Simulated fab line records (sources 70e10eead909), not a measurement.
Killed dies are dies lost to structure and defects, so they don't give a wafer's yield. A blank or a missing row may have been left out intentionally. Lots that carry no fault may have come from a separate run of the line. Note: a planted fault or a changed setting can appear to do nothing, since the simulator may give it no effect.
The tool behind it: which one? / flow nand harc / 14 lots, 42 wafers sampled, at 4 steps of a route of 1302

== WHAT THE GAUGES SHOWED, per wafer ==
NHARC_A_SOURCE_PLATE_THK_MEAS_06: measures by ellipsometry.
lot=L419; measured=day 7 12:43; on=film metro-01; thk nm (nm)=199.3 197.5 197.0
lot=L420; measured=day 8 07:08; on=film metro-02; thk nm (nm)=199.1 198.1 197.9
lot=L421; measured=day 8 07:08; on=film metro-01; thk nm (nm)=203.3 203.5 205.7
lot=L422; measured=day 8 23:18; on=film metro-01; thk nm (nm)=204.8 202.3 204.7
lot=L423; measured=day 9 04:42; on=film metro-01; thk nm (nm)=197.6 197.4 196.8
lot=L425; measured=day 10 02:41; on=film metro-01; thk nm (nm)=197.0 199.2 198.9
lot=L426; measured=day 10 14:32; on=film metro-01; thk nm (nm)=200.3 199.7 203.3
lot=L427; measured=day 11 00:14; on=film metro-01; thk nm (nm)=198.6 200.4 202.4
lot=L428; measured=day 11 05:24; on=film metro-01; thk nm (nm)=202.9 200.4 201.0
lot=L429; measured=day 11 21:39; on=film metro-01; thk nm (nm)=199.0 199.2 201.5
lot=L433; measured=day 13 15:35; on=film metro-01; thk nm (nm)=199.1 198.8 198.6
lot=L434; measured=day 14 15:03; on=film metro-01; thk nm (nm)=200.9 201.0 201.9
lot=L440; measured=day 16 18:46; on=film metro-01; thk nm (nm)=201.1 198.9 200.5
lot=L442; measured=day 17 03:24; on=film metro-01; thk nm (nm)=197.4 200.1 202.0

NHARC_A_ONON_D1_THK_MEAS_08: measures by ellipsometry.
lot=L419; measured=day 7 14:29; on=film metro-02; thk nm (nm)=1009 1009 1008
lot=L420; measured=day 8 08:55; on=film metro-02; thk nm (nm)=983 981 982
lot=L421; measured=day 8 08:55; on=film metro-01; thk nm (nm)=1009 1009 1012
lot=L422; measured=day 9 01:04; on=film metro-02; thk nm (nm)=1006 1008 1006
lot=L423; measured=day 9 06:32; on=film metro-02; thk nm (nm)=1007 1007 1007
lot=L425; measured=day 10 04:29; on=film metro-01; thk nm (nm)=1002 1001 1002
lot=L426; measured=day 10 16:20; on=film metro-01; thk nm (nm)=1000 998 997
lot=L427; measured=day 11 02:02; on=film metro-02; thk nm (nm)=1008 1011 1010
lot=L428; measured=day 11 07:11; on=film metro-02; thk nm (nm)=1005 1008 1006
lot=L429; measured=day 11 23:27; on=film metro-01; thk nm (nm)=1030 1031 1028
lot=L433; measured=day 13 17:26; on=film metro-01; thk nm (nm)=979 980 982
lot=L434; measured=day 14 16:50; on=film metro-02; thk nm (nm)=994 993 993
lot=L440; measured=day 16 20:38; on=film metro-01; thk nm (nm)=984 983 983
lot=L442; measured=day 17 05:10; on=film metro-02; thk nm (nm)=996 995 996

NHARC_A_ONON_D1_THK_MEAS_30: measures by ellipsometry.
lot=L419; measured=day 8 01:42; on=film metro-01; thk nm (nm)=1000 1001 1002
lot=L420; measured=day 8 20:27; on=film metro-02; thk nm (nm)=997 996 999
lot=L421; measured=day 8 20:27; on=film metro-01; thk nm (nm)=1011 1014 1014
lot=L422; measured=day 9 12:35; on=film metro-01; thk nm (nm)=1001 1001 1002
lot=L423; measured=day 9 21:10; on=film metro-02; thk nm (nm)=1020 1019 1018
lot=L425; measured=day 10 15:40; on=film metro-02; thk nm (nm)=996 995 996
lot=L426; measured=day 11 03:41; on=film metro-01; thk nm (nm)=1029 1030 1028
lot=L427; measured=day 11 14:09; on=film metro-01; thk nm (nm)=986 986 986
lot=L428; measured=day 11 18:23; on=film metro-02; thk nm (nm)=986 984 985
lot=L429; measured=day 12 10:37; on=film metro-01; thk nm (nm)=1014 1012 1013
lot=L433; measured=day 14 11:56; on=film metro-02; thk nm (nm)=1063 1062 1062
lot=L434; measured=day 15 05:32; on=film metro-02; thk nm (nm)=1073 1071 1072
lot=L440; measured=day 17 07:42; on=film metro-01; thk nm (nm)=1011 1011 1012
lot=L442; measured=day 17 16:56; on=film metro-02; thk nm (nm)=986 985 985

== WHAT TOOL EACH LOT RAN ON (gives the tool, then ch and the chambers of the sampled wafers, and finally the start) ==
lot=L419; NHARC_A_ONON_D1_DEP_28=pecvd onon-04 ch 0, day 8 01:11
lot=L420; NHARC_A_ONON_D1_DEP_28=pecvd onon-04 ch 0, day 8 19:56
lot=L421; NHARC_A_ONON_D1_DEP_28=pecvd onon-01 ch 0, day 8 20:04
lot=L422; NHARC_A_ONON_D1_DEP_28=pecvd onon-01 ch 0, day 9 12:04
lot=L423; NHARC_A_ONON_D1_DEP_28=pecvd onon-01 ch 0, day 9 20:43
lot=L425; NHARC_A_ONON_D1_DEP_28=pecvd onon-01 ch 0, day 10 15:13
lot=L426; NHARC_A_ONON_D1_DEP_28=pecvd onon-01 ch 0, day 11 03:10
lot=L427; NHARC_A_ONON_D1_DEP_28=pecvd onon-02 ch 0, day 11 13:38
lot=L428; NHARC_A_ONON_D1_DEP_28=pecvd onon-01 ch 0, day 11 17:53
lot=L429; NHARC_A_ONON_D1_DEP_28=pecvd onon-02 ch 0, day 12 10:10
lot=L433; NHARC_A_ONON_D1_DEP_28=pecvd onon-01 ch 0, day 14 11:25
lot=L434; NHARC_A_ONON_D1_DEP_28=pecvd onon-01 ch 0, day 15 05:02
lot=L440; NHARC_A_ONON_D1_DEP_28=pecvd onon-04 ch 0, day 17 07:11
lot=L442; NHARC_A_ONON_D1_DEP_28=pecvd onon-04 ch 0, day 17 16:28
- NHARC_A_ONON_D1_DEP_28: target thk 1000 nm.

== WHAT THE TOOLS THEMSELVES READ (means of the sampled wafers that have a number; where no wafer has one, the mark that the record gives instead) ==
NHARC_A_ONON_D1_DEP_28.
lot=L419; tool=pecvd onon-04; n2 flow sccm (sccm)=2751; sih4 flow sccm (sccm)=209.3
lot=L420; tool=pecvd onon-04; n2 flow sccm (sccm)=2750; sih4 flow sccm (sccm)=210.2
lot=L421; tool=pecvd onon-01; n2 flow sccm (sccm)=2760; sih4 flow sccm (sccm)=210.2
lot=L422; tool=pecvd onon-01; n2 flow sccm (sccm)=2747; sih4 flow sccm (sccm)=210.3
lot=L423; tool=pecvd onon-01; n2 flow sccm (sccm)=2748; sih4 flow sccm (sccm)=210.5
lot=L425; tool=pecvd onon-01; n2 flow sccm (sccm)=2736; sih4 flow sccm (sccm)=210.9
lot=L426; tool=pecvd onon-01; n2 flow sccm (sccm)=2747; sih4 flow sccm (sccm)=210.1
lot=L427; tool=pecvd onon-02; n2 flow sccm (sccm)=2736; sih4 flow sccm (sccm)=211.5
lot=L428; tool=pecvd onon-01; n2 flow sccm (sccm)=2756; sih4 flow sccm (sccm)=209.5
lot=L429; tool=pecvd onon-02; n2 flow sccm (sccm)=2740; sih4 flow sccm (sccm)=209.5
lot=L433; tool=pecvd onon-01; n2 flow sccm (sccm)=2749; sih4 flow sccm (sccm)=210.6
lot=L434; tool=pecvd onon-01; n2 flow sccm (sccm)=2759; sih4 flow sccm (sccm)=211.0
lot=L440; tool=pecvd onon-04; n2 flow sccm (sccm)=2751; sih4 flow sccm (sccm)=209.4
lot=L442; tool=pecvd onon-04; n2 flow sccm (sccm)=2748; sih4 flow sccm (sccm)=210.8

== THE ANSWER, worked out from the rows above alone ==
Rule: usual is defined by the lots themselves. Put in order of their means at a reading, lots are off if they are a third of the lots or fewer, leave a main group of 4 or more, and stand apart from it by a gap of 3 or more times the standard deviation of the main group's means; of several such gaps the widest counts. A main group whose means are all the same, to the digits that the tables above print for the reading, isn't used. Also off: a lot with no number at a reading for which 4 or more lots have one. The other lots that the step has rows for count as sound. First the gauges in route order, then the tools' own readings, where a lot's mean is used as printed above. At the first step where some lot is off, the reading lying furthest off is the one used; lots without a number count as furthest.
No lot is off at any reading shown: from this, nothing can be told.

== WHAT WAS PUT IN BY THE SIMULATOR ==
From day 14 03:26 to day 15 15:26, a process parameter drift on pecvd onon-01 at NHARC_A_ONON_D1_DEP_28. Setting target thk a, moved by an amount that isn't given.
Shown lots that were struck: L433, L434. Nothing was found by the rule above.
